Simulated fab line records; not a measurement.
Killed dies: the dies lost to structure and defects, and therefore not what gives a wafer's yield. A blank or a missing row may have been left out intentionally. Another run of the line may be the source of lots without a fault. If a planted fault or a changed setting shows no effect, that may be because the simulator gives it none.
fab line records | flow n5Finfet | part 1 of 2: steps 1 to 4 of 6
record: lots: 23 wafers: 69 lastDay: 20
route steps=1938 shown PMOS_HMC_CHANNEL_EPI@73 FIN_SAQP@96
lots that met no fault: from a run of the same line without faults
startH: hours from the record's opening day to when the first of the lot's shown wafers began | waitH: hours since the lot's step before | " identical to the entry in the row above | L1.1+2: a single row standing in for several wafers | - value missing, or start not given | * or withheld: withheld | < > ~ a bound
route shown NAME@n: NAME is a module with steps in the file, n the number in the route of the first one | usual: the fault-free wafers' mean and standard deviation | same: alike in all rows | chamber/n: place in a boat | sites: the reading at each site | _std_site: standard deviation of those values | _edge_site: the outer-site mean with the inner-site mean subtracted | radiusMm: how far each site lies from the wafer's centre | mask NAME#n: copy n | behind: the most recent tool/chamber to have shaped the wafer | hold: why the lot went on hold/how many hours it stayed there/how the hold came to an end | device: the transistor (n, p or np) that didn't switch | end of line: at the end of the route, the tests of the same wafers | a step given without rows: its recipe and nothing more | killed: at the first sort, the dies lost to defects and structure; wafer yield is something else | map: a wafer's dies, marking killed ones x, the rest . and places with no die _
set.NAME: setting as actually run; set.NAME@STEP: the setting as run at that earlier step | model.NAME: the simulator's own value behind a step, which no gauge read
steps of the route over a sample of lots; a table a step, a row a wafer
services: from which hour (startH, from the record's first day; less than 0 if before it) a tool's chamber was out of use, for how many hours, and why
== steps ==
step: N5_PMOS_HMC_CHANNEL_EPI_ETCH_38
recipe: chemistry: CF4 target: SiO2 targetDepthA: 15 ionEnergyEv: 350 pressureMtorr: 10 icpW: 800 biasW: 400 cf4FlowSccm: 80
usual: drypumpMotorCurrentA: 5.8/0.41 oesProductAu: 1.001/0.023 rfFwdPowerW: 784/3.7 throttleValvePct: 21.70/0.27
columns lot.wafer tool chamber startH waitH drypumpMotorCurrentA oesProductAu rfFwdPowerW rfHoursCounterH throttleValvePct
L074.1 rieSi-01 0 18.75 0.0 6.2 1.051 786 34 21.93
L074.3 " 1 " " 6.0 0.990 780 5 21.46
L074.5 " 1 " " 6.1 0.977 782 - 21.47
L076.1 rieSi-01 2 30.64 0.0 6.4 1.000 779 3 21.53
L076.2 " 1 " " 6.1 0.976 780 5 21.45
L076.4 " 3 " " 5.9 0.986 785 18 21.75
L077.2 rieSi-06 2 35.76 0.0 5.0 1.026 785 156 21.42
L077.5 " 3 " " 6.0 0.984 784 - 22.16
L077.6 " 0 " " 5.8 0.966 784 - 21.39
L078.1 rieSi-01 1 43.11 0.0 6.0 0.985 781 5 21.45
L078.4 " 2 " " 6.5 0.997 779 3 21.52
L078.6 " 3 " " 5.9 0.985 785 - 21.76
L079.1 rieSi-06 0 48.63 0.0 5.8 0.980 788 10 21.41
L079.3 " 2 " " 5.0 1.018 780 156 21.42
L079.5 " 2 " " 5.0 1.024 786 - 21.42
L080.1 rieSi-01 3 53.85 0.0 5.9 0.979 786 18 21.75
L080.3 " 0 " " 6.2 1.041 779 35 21.91
L080.5 " 3 " " 5.9 0.990 786 - 21.76
L081.2 rieSi-06 2 60.69 0.0 5.0 1.024 779 156 21.41
L081.5 " 3 " " 6.0 0.982 778 - 22.18
L081.6 " 0 " " 5.8 0.991 788 - 21.40
L082.2 rieSi-06 1 66.61 0.0 5.6 1.033 782 178 21.89
L082.3 " 0 " " 5.8 0.974 783 11 21.39
L082.5 " 0 " " 5.8 0.967 784 - 21.41
L083.3 rieSi-06 3 71.98 0.0 5.9 0.980 781 181 22.17
L083.4 " 2 " " 5.0 1.010 782 157 21.41
L083.5 " 3 " " 6.0 0.970 782 - 22.17
L084.2 rieSi-01 0 78.34 0.0 6.2 1.039 782 35 21.91
L084.4 " 3 " " 5.8 0.995 790 19 21.76
L084.5 " 2 " " 6.4 0.999 780 - 21.53
L085.2 rieSi-06 1 83.66 0.0 5.7 1.018 787 178 21.88
L085.3 " 0 " " 5.8 0.984 788 11 21.41
L085.4 " 3 " " 6.0 0.985 775 181 22.17
L086.2 rieSi-01 2 90.31 0.0 6.5 1.001 784 4 21.51
L086.3 " 0 " " 6.2 1.031 782 36 21.92
L086.4 " 1 " " 6.1 0.977 778 6 21.46
L087.1 rieSi-01 3 95.73 0.0 5.9 0.996 785 19 21.78
L087.4 " 0 " " 6.2 1.027 783 36 21.91
L087.6 " 3 " " 5.9 0.986 783 - 21.78
L088.1 rieSi-03 3 101.78 0.0 5.5 0.974 786 95 21.51
L088.2 " 1 " " 6.7 0.988 788 141 21.74
L088.4 " 0 " " 5.0 0.982 780 56 21.70
L089.2 rieSi-06 1 107.49 0.0 5.7 1.031 785 179 21.87
L089.3 " 2 " " 5.0 1.021 779 157 21.40
L089.5 " 2 " " 5.0 1.024 781 - 21.42
L090.2 rieSi-01 2 114.38 0.0 6.4 0.997 784 4 21.52
L090.3 " 1 " " 6.1 0.990 780 6 21.46
L090.6 " 0 " " 6.2 1.036 783 - 21.91
L091.1 rieSi-06 1 119.92 0.0 5.7 1.039 787 179 21.89
L091.3 " 3 " " 6.0 0.982 784 182 22.17
L091.6 " 3 " " 6.0 0.987 782 - 22.16
L092.1 rieSi-06 1 126.10 0.0 5.7 1.036 788 179 21.89
L092.2 " 2 " " 5.0 1.019 782 158 21.40
L092.6 " 0 " " 5.8 0.972 789 - 21.40
L093.3 rieSi-06 0 131.75 0.0 5.8 0.987 786 12 21.40
L093.4 " 1 " " 5.7 1.023 788 179 21.88
L093.5 " 3 " " 6.0 0.982 778 - 22.17
L094.1 rieSi-06 2 138.13 0.0 5.0 1.020 784 158 21.42
L094.2 " 1 " " 5.7 1.031 785 179 21.91
L094.3 " 0 " " 5.9 0.976 787 12 21.41
L095.4 rieSi-06 0 144.85 0.0 5.9 0.977 790 12 21.39
L095.5 " 1 " " 5.7 1.035 786 - 21.89
L095.6 " 2 " " 5.0 1.014 785 - 21.43
L096.2 rieSi-01 1 151.11 0.0 6.0 0.985 778 7 21.45
L096.3 " 3 " " 5.9 0.984 785 20 21.77
L096.6 " 3 " " 5.9 0.976 786 - 21.75
L097.1 rieSi-01 0 156.37 0.0 6.2 1.027 783 37 21.91
L097.2 " 2 " " 6.4 0.995 786 5 21.53
L097.5 " 2 " " 6.5 0.997 788 - 21.52
step: N5_PMOS_HMC_CHANNEL_EPI_FIN_RECESS_16
recipe: chemistry: HBr/Cl2 target: Si maskMaterial: SiO2 targetDepthA: 540 timeS: 18 pressureMtorr: 10 icpW: 800 biasW: 75 HBr_flow_sccm: 150 Cl2_flow_sccm: 80
usual: drypumpMotorCurrentA: 5.8/0.41 oesProductAu: 1.000/0.022 rfFwdPowerW: 795.0/2.6 throttleValvePct: 35.4/0.31
columns lot.wafer tool chamber startH waitH drypumpMotorCurrentA oesProductAu rfFwdPowerW rfHoursCounterH throttleValvePct
L074.1 rieSi-01 0 18.77 0.0 6.2 1.032 796.7 34 35.8
L074.3 " 1 " " 6.1 0.980 792.2 5 35.1
L074.5 " 1 " " 6.1 0.982 795.8 - 35.1
L076.1 rieSi-01 2 30.66 0.0 6.5 0.986 796.6 3 35.2
L076.2 " 1 " " 6.1 0.971 794.4 5 35.1
L076.4 " 3 " " 5.9 0.987 793.6 18 35.5
L077.2 rieSi-06 2 35.78 0.0 5.0 1.011 792.8 156 35.0
L077.5 " 3 " " 5.9 0.970 798.1 - 35.9
L077.6 " 0 " " 5.8 0.967 799.1 - 35.3
L078.1 rieSi-01 1 43.13 0.0 6.1 0.984 795.0 5 35.1
L078.4 " 2 " " 6.4 1.010 792.6 3 35.2
L078.6 " 3 " " 5.9 0.991 796.1 - 35.5
L079.1 rieSi-06 0 48.65 0.0 5.8 0.980 797.8 10 35.3
L079.3 " 2 " " 5.0 1.012 789.0 156 35.0
L079.5 " 2 " " 5.0 1.002 789.0 - 35.0
L080.1 rieSi-01 3 53.87 0.0 5.9 0.996 792.8 18 35.5
L080.3 " 0 " " 6.2 1.037 793.7 35 35.8
L080.5 " 3 " " 5.8 1.000 793.6 - 35.4
L081.2 rieSi-06 2 60.71 0.0 5.0 1.026 793.2 156 35.0
L081.5 " 3 " " 6.0 0.981 795.2 - 35.9
L081.6 " 0 " " 5.8 0.994 801.7 - 35.3
L082.2 rieSi-06 1 66.63 0.0 5.7 1.032 794.3 178 35.6
L082.3 " 0 " " 5.8 0.978 793.4 11 35.3
L082.5 " 0 " " 5.9 0.987 794.0 - 35.2
L083.3 rieSi-06 3 72.00 0.0 5.9 0.975 798.1 181 35.9
L083.4 " 2 " " 5.0 1.013 793.6 157 35.0
L083.5 " 3 " " 6.0 0.978 796.1 - 35.8
L084.2 rieSi-01 0 78.36 0.0 6.2 1.024 794.1 35 35.9
L084.4 " 3 " " 5.9 0.996 795.1 19 35.5
L084.5 " 2 " " 6.5 0.990 794.9 - 35.2
L085.2 rieSi-06 1 83.68 0.0 5.7 1.035 795.0 178 35.6
L085.3 " 0 " " 5.8 0.975 798.3 11 35.3
L085.4 " 3 " " 6.0 0.991 793.7 181 35.9
L086.2 rieSi-01 2 90.33 0.0 6.4 0.992 797.5 4 35.2
L086.3 " 0 " " 6.2 1.031 793.1 36 35.8
L086.4 " 1 " " 6.1 0.980 796.4 6 35.1
L087.1 rieSi-01 3 95.75 0.0 5.9 0.989 798.6 19 35.5
L087.4 " 0 " " 6.2 1.023 794.2 36 35.8
L087.6 " 3 " " 5.8 0.987 799.5 - 35.5
L088.1 rieSi-03 3 101.80 0.0 5.5 0.980 791.7 95 35.4
L088.2 " 1 " " 6.7 1.001 795.3 141 35.4
L088.4 " 0 " " 5.0 0.986 791.5 56 35.4
L089.2 rieSi-06 1 107.51 0.0 5.7 1.028 799.1 179 35.6
L089.3 " 2 " " 5.0 1.022 792.9 157 35.0
L089.5 " 2 " " 5.0 1.017 793.0 - 34.9
L090.2 rieSi-01 2 114.40 0.0 6.5 0.998 794.8 4 35.2
L090.3 " 1 " " 6.1 0.976 796.2 6 35.1
L090.6 " 0 " " 6.2 1.029 792.9 - 35.8
L091.1 rieSi-06 1 119.94 0.0 5.7 1.030 793.1 179 35.6
L091.3 " 3 " " 6.0 0.977 793.9 182 35.9
L091.6 " 3 " " 6.0 0.980 789.4 - 35.9
L092.1 rieSi-06 1 126.12 0.0 5.7 1.030 790.6 179 35.6
L092.2 " 2 " " 5.0 1.011 793.9 158 35.0
L092.6 " 0 " " 5.8 0.977 795.8 - 35.3
L093.3 rieSi-06 0 131.77 0.0 5.8 0.988 798.1 12 35.2
L093.4 " 1 " " 5.7 1.041 798.4 179 35.6
L093.5 " 3 " " 6.0 0.979 789.8 - 35.8
L094.1 rieSi-06 2 138.15 0.0 5.0 1.014 795.3 158 35.0
L094.2 " 1 " " 5.7 1.037 793.0 179 35.6
L094.3 " 0 " " 5.9 0.988 794.0 12 35.2
L095.4 rieSi-06 0 144.87 0.0 5.8 0.989 799.6 12 35.3
L095.5 " 1 " " 5.7 1.026 800.8 - 35.6
L095.6 " 2 " " 5.0 1.029 792.6 - 35.0
L096.2 rieSi-01 1 151.13 0.0 6.1 0.981 793.0 7 35.1
L096.3 " 3 " " 5.8 0.997 799.5 20 35.4
L096.6 " 3 " " 5.8 0.991 796.0 - 35.5
L097.1 rieSi-01 0 156.39 0.0 6.2 1.024 795.7 37 35.8
L097.2 " 2 " " 6.5 0.986 790.7 5 35.2
L097.5 " 2 " " 6.5 0.996 796.0 - 35.2
step: N5_PMOS_HMC_CHANNEL_EPI_EPI_26
recipe: material: Si targetThkA: 38 tempC: 650 precursor: SiH4/H2 pressureTorr: 20 timeS: 22.7
usual: susceptorTempC: 649.98/0.28 throttleValvePct: 10.6/0.48
columns lot.wafer tool chamber startH waitH susceptorTempC throttleValvePct
L074.1 epiRpcvd-02 0 21.15 0.0 649.98 10.9
L074.3 " 0 " " 650.28 11.0
L074.5 " 0 " " 649.93 11.0
L076.1 epiRpcvd-04 0 32.58 0.0 650.43 11.0
L076.2 " 0 " " 650.08 11.2
L076.4 " 0 " " 649.97 10.9
L077.2 epiRpcvd-02 0 37.80 0.1 650.24 10.9
L077.5 " 0 " " 649.96 10.8
L077.6 " 0 " " 649.58 11.1
L078.1 epiRpcvd-03 0 45.04 0.0 650.06 9.9
L078.4 " 0 " " 649.91 10.1
L078.6 " 0 " " 650.04 10.2
L079.1 epiRpcvd-03 0 50.56 0.0 649.59 10.1
L079.3 " 0 " " 649.49 9.9
L079.5 " 0 " " 649.62 10.3
L080.1 epiRpcvd-02 0 56.71 0.0 649.62 10.8
L080.3 " 0 " " 650.41 11.1
L080.5 " 0 " " 649.65 11.1
L081.2 epiRpcvd-04 0 63.07 0.1 649.82 11.2
L081.5 " 0 " " 650.06 10.9
L081.6 " 0 " " 649.52 11.3
L082.2 epiRpcvd-03 0 68.61 0.1 650.33 10.2
L082.3 " 0 " " 650.36 10.2
L082.5 " 0 " " 650.46 10.2
L083.3 epiRpcvd-03 0 74.12 0.2 649.63 9.9
L083.4 " 0 " " 649.90 10.0
L083.5 " 0 " " 649.93 10.1
L084.2 epiRpcvd-03 0 80.37 0.1 649.79 10.4
L084.4 " 0 " " 649.91 10.0
L084.5 " 0 " " 649.86 10.0
L085.2 epiRpcvd-02 0 86.05 0.1 650.09 11.2
L085.3 " 0 " " 650.32 10.9
L085.4 " 0 " " 650.20 11.2
L086.2 epiRpcvd-03 0 92.31 0.1 650.06 10.1
L086.3 " 0 " " 650.20 10.3
L086.4 " 0 " " 649.90 10.3
L087.1 epiRpcvd-02 0 98.06 0.0 650.01 11.1
L087.4 " 0 " " 649.95 11.1
L087.6 " 0 " " 649.95 11.0
L088.1 epiRpcvd-03 0 103.74 0.0 649.93 10.3
L088.2 " 0 " " 649.73 10.3
L088.4 " 0 " " 649.76 10.0
L089.2 epiRpcvd-04 0 109.48 0.1 649.90 11.2
L089.3 " 0 " " 650.37 11.0
L089.5 " 0 " " 649.87 11.1
L090.2 epiRpcvd-03 0 116.39 0.1 650.22 10.0
L090.3 " 0 " " 649.91 10.2
L090.6 " 0 " " 650.01 10.2
L091.1 epiRpcvd-03 0 121.85 0.0 649.90 10.1
L091.3 " 0 " " 650.14 10.3
L091.6 " 0 " " 650.47 10.1
L092.1 epiRpcvd-02 0 128.02 0.0 650.51 11.2
L092.2 " 0 " " 650.33 10.8
L092.6 " 0 " " 650.30 11.0
L093.3 epiRpcvd-03 0 133.79 0.1 650.01 10.2
L093.4 " 0 " " 650.34 10.2
L093.5 " 0 " " 650.03 10.1
L094.1 epiRpcvd-04 0 140.51 0.0 649.42 10.7
L094.2 " 0 " " 649.64 11.3
L094.3 " 0 " " 649.56 11.0
L095.4 epiRpcvd-03 0 147.04 0.3 650.38 10.2
L095.5 " 0 " " 650.27 10.4
L095.6 " 0 " " 649.76 9.9
L096.2 epiRpcvd-03 0 153.14 0.1 650.06 10.0
L096.3 " 0 " " 649.91 10.2
L096.6 " 0 " " 650.37 9.9
L097.1 epiRpcvd-02 0 158.31 0.0 650.06 10.9
L097.2 " 0 " " 650.11 11.0
L097.5 " 0 " " 650.15 10.9
step: N5_FIN_SAQP_HM_DEP_03
recipe: material: SiNx targetThkA: 380 tempC: 400 precursor: SiH4/NH3/N2 pressureTorr: 1.5 rfW: 300 timeS: 33.6
usual: heaterPowerW: 734/77 rfFwdPowerW: 297.4/1.4 showerheadPlenumPTorr: 5.12/0.081 showerheadVppV: 1090/71 susceptorTempC: 399.99/0.22 throttleValvePct: 40.2/2.3
columns lot.wafer tool chamber startH waitH heaterPowerW rfFwdPowerW showerheadPlenumPTorr showerheadVppV susceptorTempC throttleValvePct
L074.1 pecvd-02 1 22.24 0.2 743 298.6 5.25 1110 400.34 43.1
L074.3 " 2 " " 956 299.1 5.19 1157 400.39 37.7
L074.5 " 2 " " 754 297.7 5.20 1156 400.14 37.4
L076.1 pecvd-02 1 33.56 0.2 679 297.8 5.24 1107 400.03 43.2
L076.2 " 0 " " 729 296.7 5.03 1212 400.10 42.1
L076.4 " 0 " " 722 295.9 5.05 1222 399.91 41.9
L077.2 pecvd-03 2 38.67 0.2 700 298.0 5.07 1044 400.03 37.9
L077.5 " 0 " " 670 293.9 5.03 1052 400.07 39.5
L077.6 " 1 " " 704 298.2 5.04 1058 399.98 40.2
L078.1 pecvd-03 1 46.18 0.2 823 298.0 5.04 1079 400.25 39.9
L078.4 " 0 " " 632 296.2 5.02 1063 399.97 39.5
L078.6 " 2 " " 687 296.5 5.08 1027 399.80 38.0
L079.1 pecvd-02 1 51.71 0.2 738 299.3 5.24 1108 400.25 43.5
L079.3 " 2 " " 799 298.3 5.20 1166 400.11 37.7
L079.5 " 2 " " 791 297.7 5.20 1155 400.12 37.6
L080.1 pecvd-03 0 58.20 0.2 666 295.0 5.02 1057 400.00 39.8
L080.3 " 2 " " 711 297.1 5.06 1054 400.11 37.8
L080.5 " 0 " " 665 296.0 5.02 1059 399.97 39.9
L081.2 pecvd-02 0 64.06 0.2 759 295.8 5.02 1213 399.80 42.1
L081.5 " 2 " " 938 297.0 5.19 1171 400.17 37.5
L081.6 " 1 " " 688 296.9 5.26 1087 399.79 43.1
L082.2 pecvd-04 0 69.75 0.2 757 297.5 5.18 1015 400.25 42.8
L082.3 " 1 " " 682 298.2 5.13 968 400.23 38.1
L082.5 " 1 " " 665 298.6 5.16 981 400.26 38.2
L083.3 pecvd-02 0 75.43 0.1 768 295.5 5.03 1206 400.12 42.0
L083.4 " 2 " " 896 297.7 5.21 1160 399.65 37.9
L083.5 " 1 " " 675 298.3 5.25 1113 400.12 43.1
L084.2 pecvd-02 0 81.42 0.2 799 295.4 5.04 1197 400.26 41.8
L084.4 " 2 " " 902 298.6 5.21 1159 400.28 37.6
L084.5 " 0 " " 777 294.0 5.05 1198 399.90 41.9
L085.2 pecvd-04 2 87.17 0.2 698 298.2 5.08 1135 400.37 37.1
L085.3 " 0 " " 766 299.8 5.18 1024 400.22 43.0
L085.4 " 1 " " 674 298.7 5.13 983 400.05 38.2
L086.2 pecvd-02 2 93.26 0.2 893 298.5 5.20 1168 400.11 37.7
L086.3 " 1 " " 717 299.8 5.25 1106 400.34 43.3
L086.4 " 1 " " 736 299.1 5.24 1087 399.99 43.3
L087.1 pecvd-04 1 98.97 0.2 645 296.9 5.15 969 400.08 38.2
L087.4 " 0 " " 764 297.4 5.19 1038 400.46 43.1
L087.6 " 2 " " 611 299.1 5.09 1127 400.25 37.1
L088.1 pecvd-03 2 104.69 0.2 714 297.1 5.06 1036 399.69 38.5
L088.2 " 0 " " 678 296.5 5.04 1049 400.17 39.7
L088.4 " 1 " " 787 297.8 5.05 1072 400.17 40.3
L089.2 pecvd-02 0 110.47 0.2 733 295.0 5.04 1213 399.71 42.1
L089.3 " 2 " " 904 298.7 5.20 1136 400.02 37.8
L089.5 " 0 " " 754 296.9 5.03 1201 400.07 41.8
L090.2 pecvd-04 1 117.85 0.2 789 298.6 5.13 976 399.73 38.0
L090.3 " 0 " " 748 298.2 5.19 1030 400.07 43.3
L090.6 " 0 " " 744 298.3 5.19 1042 399.83 43.4
L091.1 pecvd-02 2 122.82 0.2 958 297.9 5.21 1146 399.89 38.0
L091.3 " 1 " " 690 299.0 5.25 1095 399.83 43.3
L091.6 " 1 " " 721 299.0 5.25 1095 399.50 43.4
L092.1 pecvd-04 1 128.95 0.2 712 297.7 5.15 979 400.01 38.4
L092.2 " 0 " " 710 298.9 5.20 1017 400.03 43.4
L092.6 " 0 " " 720 299.8 5.18 1014 399.80 43.4
L093.3 pecvd-04 2 134.82 0.1 626 299.1 5.07 1124 399.64 37.5
L093.4 " 0 " " 765 297.3 5.19 1016 399.69 43.5
L093.5 " 1 " " 677 297.0 5.13 995 399.49 38.2
L094.1 pecvd-04 1 141.49 0.2 659 296.2 5.14 967 400.09 38.2
L094.2 " 2 " " 662 298.8 5.09 1129 400.02 37.6
L094.3 " 0 " " 757 297.8 5.19 1038 400.07 43.5
L095.4 pecvd-03 0 148.00 0.1 566 296.6 5.02 1049 400.10 39.6
L095.5 " 1 " " 699 296.7 5.05 1070 399.58 39.8
L095.6 " 2 " " 720 296.5 5.07 1046 400.19 38.5
L096.2 pecvd-03 0 154.28 0.2 656 296.2 5.02 1071 400.11 39.9
L096.3 " 1 " " 743 298.0 5.04 1078 399.94 39.9
L096.6 " 1 " " 747 297.0 5.04 1068 400.00 40.1
L097.1 pecvd-02 0 159.28 0.2 751 295.5 5.04 1219 399.96 41.7
L097.2 " 1 " " 606 298.0 5.26 1091 399.79 43.3
L097.5 " 1 " " 627 298.3 5.25 1102 399.98 43.6
